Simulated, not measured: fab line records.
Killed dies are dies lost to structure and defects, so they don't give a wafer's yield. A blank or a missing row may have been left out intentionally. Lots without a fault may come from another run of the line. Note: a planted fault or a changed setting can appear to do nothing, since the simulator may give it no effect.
fab line records	flow nandHarc
[record] lots = 11	wafers = 33	lastDay = 24
route steps=1159 shown P_STI@94 THIN_TSV@1107 END@1158
lots untouched by any fault: they come from a run of this same line in which no faults occurred
startH: hours from the record's first day to the start of the lot's first wafer shown	waitH: time in hours since the lot's previous step	" as in the row above	L1.1+2: one row covering several wafers at once	- either no value or no given start	* or withheld: withheld	< > ~ a bound
route shown NAME@n: names a module that has steps shown in the file, with the first one's number in the route	usual: average and standard deviation across the fault-free wafers	same: alike in all rows	chamber/n: place in a boat	sites: the reading at each site	_std_site: how widely they spread, as a standard deviation	_edge_site: mean of outer sites minus mean of inner sites	radiusMm: for every site, how far away it sits from the centre of the wafer	mask NAME#n: copy n	behind: tool/chamber where the wafer was last shaped	hold: why the lot went on hold/how many hours it stayed there/how the hold came to an end	device: the transistor (n, p or np) that didn't switch	end of line: the route-end tests of the same wafers	a step without rows: its recipe alone	killed: at the first sort, the dies lost to defects and structure; wafer yield is something else	map: a wafer's dies, marking killed ones x, the rest . and places with no die _
set.NAME: setting as actually run; set.NAME@STEP: the setting as run at that earlier step	model.NAME: the simulator's own value behind a step, which no gauge read
a sample of lots followed through the steps of the route, with each step as a table and each wafer as a row
services: a tool's chamber out of use, with start hour (startH, from the record's first day; less than 0 if before it), hours out, and reason
[[steps]]
[step NHARC_P_STI_PRECLEAN_32]
[recipe] timeS = *	tempC = 50	bathAgeMin = 0	chemistry = SC1
[usual] tempC = 50.02/0.11
lot.wafer	tool	chamber	startH	waitH	tempC
L451.2	wetBench-01	3	34.21	-	50.05
L451.4	"	6	"	"	50.03
L451.6	"	7	"	"	50.18
L452.6	wetBench-01	3	45.72	-	50.19
L452.1	"	4	"	"	50.07
L452.3	"	6	"	"	50.09
L453.5	wetBench-02	1	45.87	-	50.02
L453.3	"	3	"	"	49.90
L453.2	"	4	"	"	49.83
L454.1	wetBench-01	1	55.77	-	50.13
L454.3	"	3	"	"	49.85
L454.5	"	4	"	"	50.17
L455.3	wetBench-02	4	61.79	-	50.01
L455.5	"	5	"	"	49.95
L455.6	"	0	"	"	50.00
L460.4	wetBench-01	6	89.93	-	50.10
L460.3	"	7	"	"	50.08
L460.2	"	0	"	"	50.13
L461.3	wetBench-01	3	101.71	-	49.90
L461.4	"	4	"	"	49.93
L461.2	"	6	"	"	50.08
L466.4	wetBench-02	4	125.91	-	50.04
L466.5	"	7	"	"	49.93
L466.3	"	0	"	"	50.02
L467.2	wetBench-05	4	132.72	-	49.99
L467.3	"	6	"	"	50.21
L467.1	"	7	"	"	49.92
L470.6	wetBench-02	4	154.43	-	49.98
L470.2	"	5	"	"	49.94
L470.3	"	6	"	"	50.25
L473.4	wetBench-05	1	169.80	-	49.97
L473.1	"	3	"	"	50.06
L473.3	"	5	"	"	50.04
[step NHARC_THIN_TSV_DEP_43]
[recipe] targetThkA = 13285	tempC = withheld	pressureTorr = 6.5	rfW = 900	teosFlowSccm = 161.4	flowSccm = 2650	targetThkNm = 1328.5	gas = O2	material = SiO2
[usual] rfFwdPowerW = 898.3/2.8	throttleValvePct = 16.2/0.41
lot.wafer	tool	chamber	startH	waitH	rfFwdPowerW	throttleValvePct
L451.2	pecvd-02	1	422.52	-	899.3	16.4
L451.6	"	1	"	"	893.1	16.7
L451.4	"	2	"	"	897.7	16.2
L452.1	pecvd-03	1	423.72	-	899.0	16.2
L452.3	"	2	"	"	897.6	16.2
L452.6	"	0	"	"	894.7	16.1
L453.2	pecvd-02	0	434.48	-	894.9	15.9
L453.3	"	1	"	"	898.1	16.6
L453.5	"	0	"	"	894.7	15.9
L455.3	pecvd-02	2	435.72	-	901.9	16.2
L455.5	"	0	"	"	901.8	15.8
L455.6	"	2	"	"	898.5	16.3
L454.1	pecvd-01	0	436.85	-	896.0	16.6
L454.3	"	2	"	"	899.9	15.8
L454.5	"	2	"	"	898.9	15.6
L460.3	pecvd-02	0	475.98	-	897.0	16.1
L460.2	"	2	"	"	902.3	16.5
L460.4	"	2	"	"	900.0	16.7
L461.3	pecvd-02	1	503.51	-	894.4	16.6
L461.2	"	0	"	"	899.2	15.8
L461.4	"	2	"	"	900.5	16.7
L466.3	pecvd-01	0	504.79	-	901.9	16.5
L466.4	"	2	"	"	896.6	15.8
L466.5	"	0	"	"	899.4	16.7
L467.2	pecvd-03	2	517.57	-	898.1	16.4
L467.3	"	0	"	"	897.8	15.6
L467.1	"	1	"	"	894.5	16.3
L470.3	pecvd-01	0	536.07	-	895.6	16.6
L470.2	"	1	"	"	900.5	15.6
L470.6	"	2	"	"	899.5	15.8
L473.3	pecvd-02	2	559.09	-	894.1	16.1
L473.1	"	0	"	"	899.8	15.7
L473.4	"	1	"	"	902.8	16.6
[step NHARC_THIN_TSV_ANNEAL_52]
[recipe] tempC = 225	timeS = 90
[usual] wafer_temp_C_max = 226.3/0.43
lot.wafer	tool	chamber	startH	waitH	wafer_temp_C_max
L451.2	rtpAnneal-01	0	427.36	0.7	225.9
L451.4	"	0	"	"	225.8
L451.6	"	0	"	"	225.6
L452.1	rtpAnneal-01	0	428.90	0.5	226.0
L452.3	"	0	"	"	226.1
L452.6	"	0	"	"	226.0
L453.2	rtpAnneal-02	0	439.40	0.6	226.3
L453.3	"	0	"	"	226.4
L453.5	"	0	"	"	226.4
L455.3	rtpAnneal-01	0	440.52	0.4	225.7
L455.5	"	0	"	"	226.0
L455.6	"	0	"	"	225.8
L454.1	rtpAnneal-02	0	441.97	0.6	226.3
L454.3	"	0	"	"	226.6
L454.5	"	0	"	"	226.5
L460.2	rtpAnneal-02	0	481.81	0.7	226.4
L460.3	"	0	"	"	226.8
L460.4	"	0	"	"	226.6
L461.2	rtpAnneal-01	0	508.39	0.6	226.3
L461.3	"	0	"	"	225.9
L461.4	"	0	"	"	226.0
L466.3	rtpAnneal-01	0	509.97	0.5	225.8
L466.4	"	0	"	"	225.9
L466.5	"	0	"	"	225.7
L467.1	rtpAnneal-02	0	522.98	0.9	227.2
L467.2	"	0	"	"	227.2
L467.3	"	0	"	"	226.4
L470.2	rtpAnneal-01	0	550.71	0.6	225.9
L470.3	"	0	"	"	226.1
L470.6	"	0	"	"	226.0
L473.1	rtpAnneal-02	0	565.18	0.6	226.6
L473.3	"	0	"	"	226.1
L473.4	"	0	"	"	226.4
[step NHARC_THIN_TSV_CD_MEAS_33]
[recipe] targetCdNm = 5000	landingEnergyEv = 500
[usual] cdNm = 5000.0/1.5
lot.wafer	tool	chamber	startH	waitH	cdNm
L451.2	cdSem-03	0	429.26	-	4997.9
L451.4	"	0	"	"	4997.7
L451.6	"	0	"	"	4997.9
L452.1	cdSem-03	0	430.84	-	4998.5
L452.3	"	0	"	"	4999.2
L452.6	"	0	"	"	5000.8
L453.2	cdSem-01	0	441.18	-	5000.9
L453.3	"	0	"	"	4999.0
L453.5	"	0	"	"	5001.3
L455.3	cdSem-01	0	442.39	-	5001.3
L455.5	"	0	"	"	4999.5
L455.6	"	0	"	"	4999.4
L454.1	cdSem-02	0	443.81	-	5001.9
L454.3	"	0	"	"	5002.4
L454.5	"	0	"	"	5001.5
L460.2	cdSem-01	0	483.72	-	4998.7
L460.3	"	0	"	"	4996.7
L460.4	"	0	"	"	4998.6
L461.2	cdSem-01	0	510.30	-	5000.2
L461.3	"	0	"	"	4999.2
L461.4	"	0	"	"	4999.0
L466.3	cdSem-02	0	511.69	-	5003.8
L466.4	"	0	"	"	5000.5
L466.5	"	0	"	"	5000.5
L467.1	cdSem-01	0	524.81	-	5000.2
L467.2	"	0	"	"	4999.1
L467.3	"	0	"	"	4999.3
L470.2	cdSem-03	0	552.51	-	4999.4
L470.3	"	0	"	"	4999.0
L470.6	"	0	"	"	4999.0
L473.1	cdSem-03	0	567.00	-	5002.3
L473.3	"	0	"	"	4999.5
L473.4	"	0	"	"	5000.7
[step NHARC_END_WLT_00]
[usual] VT_DECK1_BOTTOM = 0.870/0.007	VT_DECK1_BOTTOM_INNER = 0.870/0.0077	VT_DECK1_MEDIAN_NEAR_BOTTOM = 0.871/0.0076	VT_DECK1_MEDIAN_NEAR_BOTTOM_INNER = 0.871/0.0064	VT_DECK1_MIDDLE = 0.882/0.0076	VT_DECK1_MIDDLE_INNER = 0.883/0.0072	VT_DECK1_TOP = 0.894/0.008	VT_DECK1_TOP_INNER = 0.894/0.0077
lot.wafer	tool	chamber	startH	waitH	hold	VT_DECK1_BOTTOM	VT_DECK1_BOTTOM_INNER	VT_DECK1_MEDIAN_NEAR_BOTTOM	VT_DECK1_MEDIAN_NEAR_BOTTOM_INNER	VT_DECK1_MIDDLE	VT_DECK1_MIDDLE_INNER	VT_DECK1_TOP	VT_DECK1_TOP_INNER
L452.1	prober-02	-	435.20	0.1	-	0.861	0.864	0.868	0.864	0.880	0.885	0.883	0.881
L452.3	"	-	436.22	1.1	-	0.861	0.860	0.860	0.868	0.873	0.879	0.893	0.880
L452.6	"	-	437.74	2.6	-	0.860	0.861	0.858	0.864	0.880	0.874	0.894	0.883
L451.2	prober-01	-	435.69	0.5	-	0.872	0.870	0.872	0.877	0.896	0.894	0.913	0.898
L451.4	"	-	436.70	1.6	-	0.870	0.872	0.878	0.871	0.888	0.894	0.916	0.900
L451.6	"	-	437.71	2.6	-	0.878	0.874	0.882	0.876	0.884	0.883	0.909	0.904
L454.1	prober-02	-	448.66	0.0	-	0.873	0.873	0.871	0.869	0.891	0.885	0.902	0.896
L454.3	"	-	"	"	-	0.879	0.876	0.877	0.880	0.886	0.883	0.899	0.901
L454.5	"	-	"	"	-	0.872	0.882	0.880	0.875	0.884	0.877	0.898	0.906
L455.3	prober-01	-	451.78	3.2	-	0.874	0.867	0.864	0.866	0.880	0.877	0.902	0.889
L455.5	"	-	"	"	-	0.875	0.869	0.878	0.870	0.885	0.880	0.901	0.902
L455.6	"	-	"	"	-	0.865	0.869	0.871	0.866	0.879	0.892	0.893	0.900
L453.2	prober-02	-	456.92	8.3	-	0.867	0.868	0.874	0.866	0.880	0.877	0.895	0.897
L453.3	"	-	"	"	-	0.877	0.870	0.870	0.873	0.875	0.881	0.894	0.892
L453.5	"	-	458.44	9.8	-	0.868	0.868	0.869	0.872	0.882	0.884	0.885	0.891
L460.2	prober-02	-	490.40	0.6	awaitDispo/0.2h/release	0.978	0.977	0.980	0.988	0.998	0.999	1.003	1.008
L460.3	"	-	"	"	awaitDispo/0.2h/release	0.978	0.975	0.980	0.980	0.991	0.997	1.005	0.997
L460.4	"	-	"	"	awaitDispo/0.2h/release	0.978	0.984	0.984	0.989	0.990	0.992	1.004	1.013
L460.2	prober-02	-	498.23	7.3	-	0.984	0.980	0.987	0.977	1.002	0.996	1.009	1.008
L460.3	"	-	"	"	-	0.977	0.977	0.976	0.977	0.988	0.995	1.002	1.001
L460.4	"	-	"	"	-	0.985	0.980	0.981	0.988	0.998	0.995	1.002	1.005
L461.2	prober-01	-	516.95	0.5	awaitDispo/0.2h/release	0.982	0.988	0.993	0.984	0.993	1.004	1.013	1.019
L461.3	"	-	"	"	awaitDispo/0.2h/release	0.980	0.989	0.985	0.992	1.011	1.011	1.013	1.017
L461.4	"	-	"	"	awaitDispo/0.2h/release	0.981	0.985	0.984	0.987	0.989	1.009	1.015	1.018
L461.2	prober-01	-	524.63	7.2	-	0.993	0.982	0.982	0.984	1.002	0.994	1.024	1.011
L461.3	"	-	"	"	-	0.989	0.980	0.990	0.988	1.003	1.002	1.020	1.018
L461.4	"	-	"	"	-	0.985	0.993	0.983	0.985	1.003	1.002	1.011	1.007
L466.3	prober-02	-	517.47	1.0	-	0.885	0.886	0.885	0.884	0.891	0.901	0.904	0.896
L466.4	"	-	"	"	-	0.880	0.882	0.876	0.882	0.891	0.898	0.906	0.904
L466.5	"	-	"	"	-	0.881	0.876	0.884	0.879	0.887	0.897	0.901	0.900
L467.1	prober-02	-	530.74	0.1	-	0.864	0.868	0.873	0.873	0.878	0.881	0.887	0.878
L467.2	"	-	"	"	-	0.863	0.861	0.868	0.862	0.873	0.886	0.886	0.890
L467.3	"	-	"	"	-	0.864	0.857	0.868	0.864	0.876	0.880	0.890	0.885
L470.2	prober-02	-	560.26	0.6	-	0.861	0.872	0.879	0.866	0.883	0.880	0.893	0.891
L470.3	"	-	"	"	-	0.872	0.868	0.868	0.870	0.880	0.877	0.899	0.894
L470.6	"	-	562.26	2.6	-	0.866	0.869	0.866	0.875	0.884	0.878	0.887	0.897
L473.1	prober-01	-	576.30	3.6	-	0.871	0.864	0.873	0.864	0.875	0.879	0.896	0.889
L473.3	"	-	577.32	4.6	-	0.863	0.869	0.868	0.870	0.890	0.873	0.891	0.893
L473.4	"	-	"	"	-	0.868	0.864	0.863	0.862	0.872	0.877	0.891	0.892
[step NHARC_END_SORT_01]
[recipe] tempC = 25
[usual] killedAtArray = 29/11	killedAtOther = 0.6/0.92	killedAtPeriphery = 3.2/2	killedDies = 33/11	killedOpen = 3.2/2	killedShort = 1.9/1.5
[same] grossDies = 677
lot.wafer	tool	chamber	startH	waitH	hold	killedAtArray	killedAtOther	killedAtPeriphery	killedDies	killedOpen	killedShort
L452.1	prober-02	0	438.25	2.5	-	30	2	1	33	4	2
L452.3	prober-02	0	439.85	3.1	-	19	1	1	21	4	0
L452.6	prober-02	0	442.26	4.0	-	24	1	1	26	3	4
L451.2	prober-01	0	439.01	2.8	-	18	0	3	21	3	4
L451.4	prober-01	0	440.61	3.4	-	15	0	5	20	3	0
L451.6	prober-01	0	442.21	4.0	-	15	2	3	20	2	3
L454.1	prober-02	0	451.64	2.5	-	27	1	5	33	4	1
L454.3	prober-02	0	453.23	3.1	-	23	2	4	29	1	2
L454.5	prober-02	0	454.82	3.7	-	17	1	7	25	6	2
L455.3	prober-01	0	455.35	3.1	-	25	2	1	28	4	1
L455.5	prober-01	0	456.93	3.7	-	19	0	2	21	5	2
L455.6	prober-01	0	457.72	3.9	-	23	0	0	23	2	2
L453.2	prober-02	0	460.25	2.8	-	19	0	2	21	1	1
L453.3	prober-02	0	461.03	3.1	-	23	0	3	26	3	1
L453.5	prober-02	0	462.61	3.7	-	22	0	0	22	4	3
L460.2	prober-02	0	506.69	8.0	awaitDispo/5.2h/release	17	0	3	20	2	4
L460.3	prober-02	0	507.50	8.3	awaitDispo/5.2h/release	21	1	1	23	4	3
L460.4	prober-02	0	508.30	8.6	awaitDispo/5.2h/release	9	0	4	13	0	3
L466.3	prober-02	0	521.04	3.1	-	42	0	3	45	1	1
L466.4	prober-02	0	521.84	3.4	-	40	0	4	44	5	3
L466.5	prober-02	0	522.63	3.7	-	49	0	4	53	5	4
L461.2	prober-01	0	532.92	7.8	awaitDispo/5.0h/release	29	0	7	36	8	2
L461.3	prober-01	0	533.70	8.1	awaitDispo/5.0h/release	28	0	4	32	7	2
L461.4	prober-01	0	534.48	8.4	awaitDispo/5.0h/release	37	0	4	41	6	1
L467.1	prober-02	0	533.71	2.5	-	36	2	1	39	2	3
L467.2	prober-02	0	534.52	2.8	-	30	1	1	32	2	3
L467.3	prober-02	0	535.33	3.1	-	25	1	1	27	0	1
L470.2	prober-02	0	563.57	2.8	-	26	1	4	31	3	3
L470.3	prober-02	0	564.38	3.1	-	23	1	2	26	1	0
L470.6	prober-02	0	566.79	4.0	-	34	1	3	38	7	3
L473.1	prober-01	0	579.35	2.5	-	33	1	3	37	5	4
L473.3	prober-01	0	580.94	3.1	-	39	1	1	41	5	0
L473.4	prober-01	0	581.74	3.4	-	28	1	2	31	2	4
// killed by level:class
L452.1 A_SLIT:chamberFilmFlake=13 A_SGD_CUT:chamberFilmFlake=6 A_WL_FILL:geometricParticle:short=2 A_CHANNEL_HOLE_D1:chamberFilmFlake=2 A_STAIRCASE:chamberFilmFlake=2 P_CONTACT:geometricParticle:open=1 A_ONON_D1:geometricParticle:open=1 A_M0:geometricParticle:open=1
L451.2 A_CONTACT:chamberFilmFlake=6 A_SLIT:chamberFilmFlake=5 A_SOURCE_PLATE:geometricParticle:open=2 P_ZERO_WELL:chamberFilmFlake=2 P_M2:geometricParticle:short=1 A_SGD_CUT:geometricParticle:short=1 A_WL_FILL:geometricParticle:short=1 A_CONTACT:geometricParticle:open=1
L452.3 A_SLIT:chamberFilmFlake=8 A_CHANNEL_HOLE_D1:chamberFilmFlake=3 A_CONTACT:chamberFilmFlake=2 A_M1:chamberFilmFlake=2 P_M1:geometricParticle:open=1 A_ONON_D1:geometricParticle:open=1 A_WL_FILL:geometricParticle:open=1 STARTING-WAFER:geometricParticle:open=1
L451.4 A_SLIT:chamberFilmFlake=6 P_GATE:geometricParticle:open=2 A_STAIRCASE:chamberFilmFlake=2 A_SGD_CUT:chamberFilmFlake=2 A_CONTACT:chamberFilmFlake=2 A_BLC:geometricParticle:open=1 P_ZERO_WELL:chamberFilmFlake=1 P_STI:chamberFilmFlake=1
L451.6 A_SLIT:chamberFilmFlake=5 A_CONTACT:chamberFilmFlake=4 P_ZERO_WELL:chamberFilmFlake=2 A_CHANNEL_HOLE_D1:chamberFilmFlake=2 A_ONON_D1:geometricParticle:short=1 A_WL_FILL:geometricParticle:short=1 A_CONTACT:geometricParticle:open=1 A_M0:geometricParticle:open=1
L452.6 A_SLIT:chamberFilmFlake=10 A_SGD_CUT:chamberFilmFlake=4 A_ONON_D1:geometricParticle:short=2 A_STAIRCASE:chamberFilmFlake=2 P_GATE:geometricParticle:open=1 A_ONON_D1:geometricParticle:open=1 A_CHANNEL_FILL_D1:geometricParticle:short=1 A_SGD_CUT:geometricParticle:open=1
L454.1 A_SLIT:chamberFilmFlake=10 A_CONTACT:chamberFilmFlake=6 P_M1:chamberFilmFlake=4 A_STAIRCASE:chamberFilmFlake=4 A_CHANNEL_HOLE_D1:chamberFilmFlake=2 P_M2:geometricParticle:open=1 A_CHANNEL_HOLE_D1:geometricParticle:open=1 A_WL_FILL:geometricParticle:short=1
L454.3 A_SLIT:chamberFilmFlake=11 A_CHANNEL_HOLE_D1:chamberFilmFlake=3 P_M1:chamberFilmFlake=2 A_STAIRCASE:chamberFilmFlake=2 A_CONTACT:chamberFilmFlake=2 THIN_TSV:chamberFilmFlake=2 A_WL_FILL:geometricParticle:short=1 A_CONTACT:geometricParticle:open=1
L454.5 A_SLIT:chamberFilmFlake=6 P_M1:chamberFilmFlake=4 A_CHANNEL_HOLE_D1:chamberFilmFlake=3 A_SOURCE_PLATE:geometricParticle:open=2 A_M0:geometricParticle:open=2 P_M0:geometricParticle:short=1 A_CHANNEL_HOLE_D1:geometricParticle:short=1 A_CHANNEL_FILL_D1:geometricParticle:open=1
L455.3 A_CHANNEL_HOLE_D1:chamberFilmFlake=18 STARTING-WAFER:geometricParticle:open=2 A_CHANNEL_FILL_D1:chamberFilmFlake=2 A_WL_FILL:chamberFilmFlake=2 P_M1:geometricParticle:open=1 A_CHANNEL_FILL_D1:geometricParticle:open=1 A_CONTACT:geometricParticle:short=1 A_CONTACT:chamberFilmFlake=1
L455.5 A_CHANNEL_HOLE_D1:chamberFilmFlake=12 A_ONON_D1:geometricParticle:short=2 A_M0:geometricParticle:open=2 P_CONTACT:geometricParticle:open=1 A_CHANNEL_FILL_D1:geometricParticle:open=1 A_CONTACT:geometricParticle:open=1 P_BONDPAD:chamberFilmFlake=1 A_CHANNEL_FILL_D1:chamberFilmFlake=1
L455.6 A_CHANNEL_HOLE_D1:chamberFilmFlake=15 A_CHANNEL_FILL_D1:chamberFilmFlake=2 A_ONON_D1:geometricParticle:open=1 A_ONON_D1:geometricParticle:short=1 A_CHANNEL_FILL_D1:geometricParticle:short=1 A_CONTACT:geometricParticle:open=1 A_SLIT:chamberFilmFlake=1 A_CONTACT:chamberFilmFlake=1
L453.2 A_CHANNEL_HOLE_D1:chamberFilmFlake=13 P_STI:chamberFilmFlake=2 A_STAIRCASE:chamberFilmFlake=2 A_BLC:geometricParticle:open=1 A_M0:geometricParticle:short=1 A_SLIT:chamberFilmFlake=1 A_CONTACT:chamberFilmFlake=1
L453.3 A_CHANNEL_HOLE_D1:chamberFilmFlake=11 A_STAIRCASE:chamberFilmFlake=4 P_STI:chamberFilmFlake=3 A_CONTACT:geometricParticle:open=2 A_ZERO_WELL:chamberFilmFlake=2 A_BLC:geometricParticle:short=1 A_M1:geometricParticle:open=1 A_WL_FILL:chamberFilmFlake=1
L453.5 A_CHANNEL_HOLE_D1:chamberFilmFlake=11 A_CONTACT:geometricParticle:open=2 A_CONTACT:chamberFilmFlake=2 A_ONON_D1:geometricParticle:short=1 A_CONTACT:geometricParticle:short=1 A_BLC:geometricParticle:open=1 A_M0:geometricParticle:open=1 A_M1:geometricParticle:short=1
L460.2 A_STAIRCASE:chamberFilmFlake=7 A_CHANNEL_FILL_D1:geometricParticle:short=2 P_BONDPAD:chamberFilmFlake=2 A_CONTACT:chamberFilmFlake=2 A_CHANNEL_HOLE_D1:chamberFilmFlake=2 P_ZERO_WELL:geometricParticle:short=1 A_STAIRCASE:geometricParticle:open=1 A_CONTACT:geometricParticle:open=1
L460.3 A_CHANNEL_HOLE_D1:chamberFilmFlake=7 A_STAIRCASE:chamberFilmFlake=4 A_CONTACT:geometricParticle:open=3 A_ZERO_WELL:chamberFilmFlake=3 A_CHANNEL_FILL_D1:geometricParticle:open=1 A_CHANNEL_FILL_D1:geometricParticle:short=1 A_SGD_CUT:geometricParticle:short=1 A_CONTACT:geometricParticle:short=1
L460.4 A_CHANNEL_HOLE_D1:chamberFilmFlake=2 A_STAIRCASE:chamberFilmFlake=2 A_CONTACT:chamberFilmFlake=2 P_STI:geometricParticle:short=1 P_CONTACT:geometricParticle:short=1 A_WL_FILL:geometricParticle:short=1 P_ZERO_WELL:chamberFilmFlake=1 P_BONDPAD:chamberFilmFlake=1
L466.3 A_CHANNEL_HOLE_D1:chamberFilmFlake=26 A_SLIT:chamberFilmFlake=12 P_CONTACT:geometricParticle:open=1 A_WL_FILL:geometricParticle:short=1 P_ZERO_WELL:chamberFilmFlake=1 P_GATE:chamberFilmFlake=1 A_CHANNEL_FILL_D1:chamberFilmFlake=1 A_STAIRCASE:chamberFilmFlake=1
L466.4 A_CHANNEL_HOLE_D1:chamberFilmFlake=19 A_SLIT:chamberFilmFlake=8 A_CONTACT:chamberFilmFlake=5 A_BLC:geometricParticle:open=2 A_M0:geometricParticle:short=2 A_CHANNEL_FILL_D1:chamberFilmFlake=2 P_CONTACT:geometricParticle:short=1 P_M1:geometricParticle:open=1
L466.5 A_CHANNEL_HOLE_D1:chamberFilmFlake=23 A_SLIT:chamberFilmFlake=12 A_CONTACT:chamberFilmFlake=3 A_CONTACT:geometricParticle:short=2 A_BLC:geometricParticle:open=2 P_STI:chamberFilmFlake=2 A_STAIRCASE:chamberFilmFlake=2 P_STI:geometricParticle:open=1
L461.2 A_SLIT:chamberFilmFlake=9 P_ZERO_WELL:chamberFilmFlake=6 A_CONTACT:chamberFilmFlake=6 A_CONTACT:geometricParticle:open=5 A_CHANNEL_HOLE_D1:chamberFilmFlake=4 P_M0:geometricParticle:open=1 A_SOURCE_PLATE:geometricParticle:open=1 A_WL_FILL:geometricParticle:open=1
L461.3 A_SLIT:chamberFilmFlake=13 A_CHANNEL_HOLE_D1:chamberFilmFlake=4 A_WL_FILL:chamberFilmFlake=3 A_CONTACT:geometricParticle:open=2 A_CONTACT:chamberFilmFlake=2 P_CONTACT:geometricParticle:open=1 P_M0:geometricParticle:open=1 P_M1:geometricParticle:short=1
L467.1 A_CHANNEL_HOLE_D1:chamberFilmFlake=19 A_STAIRCASE:chamberFilmFlake=4 A_CONTACT:chamberFilmFlake=4 A_CHANNEL_HOLE_D1:geometricParticle:short=2 A_M0:chamberFilmFlake=2 THIN_TSV:chamberFilmFlake=2 A_ONON_D1:geometricParticle:short=1 A_SGD_CUT:geometricParticle:open=1
L461.4 A_SLIT:chamberFilmFlake=17 A_CHANNEL_HOLE_D1:chamberFilmFlake=5 A_STAIRCASE:chamberFilmFlake=4 A_CONTACT:chamberFilmFlake=4 A_CHANNEL_FILL_D1:geometricParticle:open=3 P_ZERO_WELL:chamberFilmFlake=3 A_ONON_D1:geometricParticle:open=2 P_STI:geometricParticle:open=1
L467.2 A_CHANNEL_HOLE_D1:chamberFilmFlake=19 A_M0:chamberFilmFlake=3 A_SGD_CUT:geometricParticle:short=2 A_STAIRCASE:chamberFilmFlake=2 P_M0:geometricParticle:open=1 A_CONTACT:geometricParticle:open=1 A_M1:geometricParticle:short=1 A_CHANNEL_FILL_D1:chamberFilmFlake=1
L467.3 A_CHANNEL_HOLE_D1:chamberFilmFlake=20 A_STAIRCASE:chamberFilmFlake=3 A_ONON_D1:geometricParticle:short=1 P_ZERO_WELL:chamberFilmFlake=1 A_CONTACT:chamberFilmFlake=1 THIN_TSV:chamberFilmFlake=1
L470.2 A_SLIT:chamberFilmFlake=13 A_STAIRCASE:chamberFilmFlake=5 A_CHANNEL_HOLE_D1:chamberFilmFlake=3 P_M0:geometricParticle:open=2 A_CONTACT:chamberFilmFlake=2 P_STI:geometricParticle:short=1 A_WL_FILL:geometricParticle:open=1 A_BLC:geometricParticle:short=1
L470.3 A_SLIT:chamberFilmFlake=12 A_CHANNEL_HOLE_D1:chamberFilmFlake=5 A_STAIRCASE:chamberFilmFlake=3 A_CONTACT:chamberFilmFlake=3 P_CONTACT:geometricParticle:open=1 P_M1:chamberFilmFlake=1 THIN_TSV:chamberFilmFlake=1
L470.6 A_SLIT:chamberFilmFlake=18 A_CHANNEL_HOLE_D1:chamberFilmFlake=5 A_CONTACT:geometricParticle:open=2 A_STAIRCASE:chamberFilmFlake=2 A_CONTACT:chamberFilmFlake=2 P_GATE:geometricParticle:open=1 P_CONTACT:geometricParticle:open=1 P_CONTACT:geometricParticle:short=1
L473.1 A_SLIT:chamberFilmFlake=14 A_CHANNEL_HOLE_D1:chamberFilmFlake=11 P_CONTACT:geometricParticle:short=2 A_WL_FILL:geometricParticle:open=2 P_CONTACT:geometricParticle:open=1 A_ONON_D1:geometricParticle:short=1 A_STAIRCASE:geometricParticle:open=1 A_CONTACT:geometricParticle:open=1
L473.3 A_SLIT:chamberFilmFlake=22 A_CONTACT:chamberFilmFlake=5 A_CHANNEL_HOLE_D1:chamberFilmFlake=4 A_STAIRCASE:chamberFilmFlake=3 P_M0:geometricParticle:open=1 A_CHANNEL_HOLE_D1:geometricParticle:open=1 A_WL_FILL:geometricParticle:open=1 A_CONTACT:geometricParticle:open=1
L473.4 A_SLIT:chamberFilmFlake=10 A_CHANNEL_HOLE_D1:chamberFilmFlake=7 A_CONTACT:chamberFilmFlake=5 P_CONTACT:geometricParticle:short=1 A_CHANNEL_FILL_D1:geometricParticle:short=1 A_CHANNEL_FILL_D1:geometricParticle:open=1 A_BLC:geometricParticle:short=1 A_M0:geometricParticle:open=1
[[services]]
tool	chamber	startH	hours	kind
wetBench-05	-	20.80	8.0	pm
wetBench-01	-	37.60	8.0	pm
pecvd-01	-	56.20	13.0	pm
pecvd-02	1	87.33	10.3	repair
pecvd-03	-	111.36	13.0	pm
pecvd-01	-	122.56	0.9	repair
pecvd-01	2	133.59	4.1	repair
pecvd-01	1	145.05	3.9	repair
pecvd-02	-	153.32	13.0	pm
pecvd-03	0	171.37	27.8	repair
pecvd-03	-	177.00	0.7	repair
wetBench-02	-	180.00	8.0	pm
wetBench-05	-	196.80	8.0	pm
pecvd-02	-	206.71	0.5	repair
wetBench-01	-	213.60	8.0	pm
pecvd-01	-	237.26	13.0	pm
rtpAnneal-02	-	300.00	12.0	pm
pecvd-02	-	334.32	13.0	pm
wetBench-02	-	356.00	8.0	pm
wetBench-01	-	389.60	8.0	pm
pecvd-01	-	418.26	13.0	pm
pecvd-02	-	463.62	0.9	repair
pecvd-02	-	515.32	13.0	pm
wetBench-02	-	532.00	8.0	pm
[[key]]
[firstSign] step = NHARC_END_WLT_00	reading = VT_DECK1_MEDIAN_NEAR_BOTTOM_INNER	direction = up	sigmas = 18	usual = 0.871	struck = 0.987
[effect] step = NHARC_END_WLT_00	reading = VT_DECK1_MIDDLE_INNER	direction = up	sigmas = 17	usual = 0.883	struck = 1.002
[effect] step = NHARC_END_SORT_01	reading = hold	direction = added
metAt NHARC_P_STI_PRECLEAN_32
struckLots L460,L461
testerLeftOut L460,L461
notActingAt NHARC_THIN_TSV_DEP_43,NHARC_THIN_TSV_ANNEAL_52,NHARC_THIN_TSV_CD_MEAS_33
onsetBetween 55.77 89.93
[fault] kind = metallicContaminationSource	tool = wetBench-01	chamber = -	onsetH = 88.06	steps = NHARC_P_STI_PRECLEAN_32	rateCm2PerVisit = 2.1371e+12	species = metalFeCm2
// testerLeftOut: of these lots the tester's yield and bins aren't shown, on N5 and GAA mostly nor the transistor test; their killed dies are dies lost to structure and defects alone, not to doping, threshold or leakage, so they don't give the yield
